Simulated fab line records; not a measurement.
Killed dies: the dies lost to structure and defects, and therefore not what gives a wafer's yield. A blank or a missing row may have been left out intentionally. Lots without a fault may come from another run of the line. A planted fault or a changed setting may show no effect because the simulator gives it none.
8D (eight disciplines) problem report, filled in by code || flow nand-harc || the parts of the form that need people (team, actions taken, sign-off) are left out

== 1. WHAT IS WRONG ==
Wafers without a fault read 1.000 a.u., standard deviation 0.011; oes-product-au at NHARC_THIN_TSV_ETCH_59 reads a mean of 0.949 a.u. on 3 wafers belonging to 2 lots. That puts it -4.7 standard deviations away from the usual mean.
The step: etches the open film in Cl2/BCl3, target depth 880 nm, time 138.1 s.
Earliest sighting: wafer L203.3 on rie-metal-02 at day 30 04:04. Wafers with a number at this step in the record: 41, from 14 lots. Rule for "out", or "out of limits": more than 4 standard deviations from the usual mean. The other wafers with a number count as sound.

== 2. WHAT IT IS; WHAT IT IS NOT ==
{"question": "which readings at this step", "is": "oes-product-au", "is not": "drypump-motor-current-A, throttle-valve-pct"}
{"question": "which lots", "is": "L199, L203", "is not": "L186, L187, L188, L189, L191, L192, L194, L196, L197, L202, L208, L209"}
{"question": "which wafers of those lots", "is": "L199.2, L199.3, L203.3", "is not": "L199.1, L203.5"}
{"question": "read on which tools", "is": "rie-metal-02", "is not": "rie-metal-01, rie-metal-03"}
{"question": "when", "is": "from day 30 04:04", "is not": "up to then (31 sound wafers); but 7 sound wafers of L199, L208, L209 came after"}

== 3. SUSPECTS, AND WHAT RULES EACH OUT ==
Counting: if a tool at a process step up to the reading ran every lot that is out, it stays a suspect. Sound lots after the first of them don't rule it out here, since some wafers of a struck lot are sound.
- rie-metal-02 at NHARC_THIN_TSV_ETCH_59 (etches the open film in Cl2/BCl3, target depth 880 nm, time 138.1 s): kept. It processed each lot that is out (first: L203, day 30 04:04); up to then, its last sound lot is L196 (day 28 06:55). Its own readings are out on those wafers: oes-product-au.
The count leaves rie-metal-02 at NHARC_THIN_TSV_ETCH_59.

== 4. THE CAUSE (what the simulator had put in) ==
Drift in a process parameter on rie-metal-02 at NHARC_THIN_TSV_ETCH_59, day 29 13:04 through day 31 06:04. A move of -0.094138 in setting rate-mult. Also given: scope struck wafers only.
Counting left only this tool.

== 5. SEQUENCE OF EFFECTS, ordered by route ==
Rows list readings where the struck wafers' mean (over those with a number) sits beyond 3 standard deviations from the usual. Scope: only readings with a usual standard deviation given in the record; hours: median across lots of the time from each lot's start at the first step in this table that gives one to its start at this step; sigmas: change in usual standard deviations.
{"hours": 0, "step": "NHARC_THIN_TSV_ETCH_59", "reading": "oes-product-au", "usual": "1.000 a.u.", "on struck wafers": 0.949, "change": -0.051, "sigmas": -4.7}
The process steps in it:
- NHARC_THIN_TSV_ETCH_59: etches the open film in Cl2/BCl3, target depth 880 nm, time 138.1 s.

== 6. WHAT WOULD HAVE CAUGHT IT SOONER ==
First out-of-limits reading in this record: day 30 04:04, which is 15 hours after fault onset at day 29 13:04.
